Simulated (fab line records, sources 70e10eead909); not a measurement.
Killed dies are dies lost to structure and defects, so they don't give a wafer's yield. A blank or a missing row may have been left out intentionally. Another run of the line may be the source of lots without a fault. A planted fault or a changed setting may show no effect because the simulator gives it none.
Chamber matching -- flow nand-harc -- rie-diel-07 running NHARC_A_CONTACT_DESCUM_47: 4 sister chambers
The step chemistry O2, time 3 s. 4 wafers are shown with their chamber, then 8 later ones without.

## EACH WAFER AND ITS CHAMBER
wafer,chamber,showerhead-plenum-p-Torr (Torr)
L627.6,3,1.77
L636.6,2,2.07
L642.1,0,2.02
L644.1,1,1.95

## WAFERS MISSING THEIR CHAMBER
wafer,showerhead-plenum-p-Torr (Torr)
L644.2,2.07
L644.6,1.95
L646.1,2.02
L646.2,1.95
L646.4,2.07
L648.1,1.95
L648.4,1.76
L648.5,2.02

## THE CHAMBER EACH PASSED THROUGH
wafer,from the rows above,in truth
L644.2,2,2
L644.6,1,1
L646.1,0,0
L646.2,1,1
L646.4,2,2
L648.1,1,1
L648.4,3,3
L648.5,0,0
Correctly placed: 8 of 8. Number that these rows cannot place: 0. 0 placed wrongly.
How it was worked out, from the rows above alone: a wafer's distance from a chamber is the root of the sum, over the readings, of the square of ((its reading less the chamber's mean) divided by the reading's scatter). The wafer belongs to the nearest chamber; if the next one is less than 2 further off, it can't be placed. The mean given for a chamber averages the wafers shown for that chamber. The scatter: root of mean squared gap, hidden wafer to nearest shown wafer, with one shown wafer a chamber.
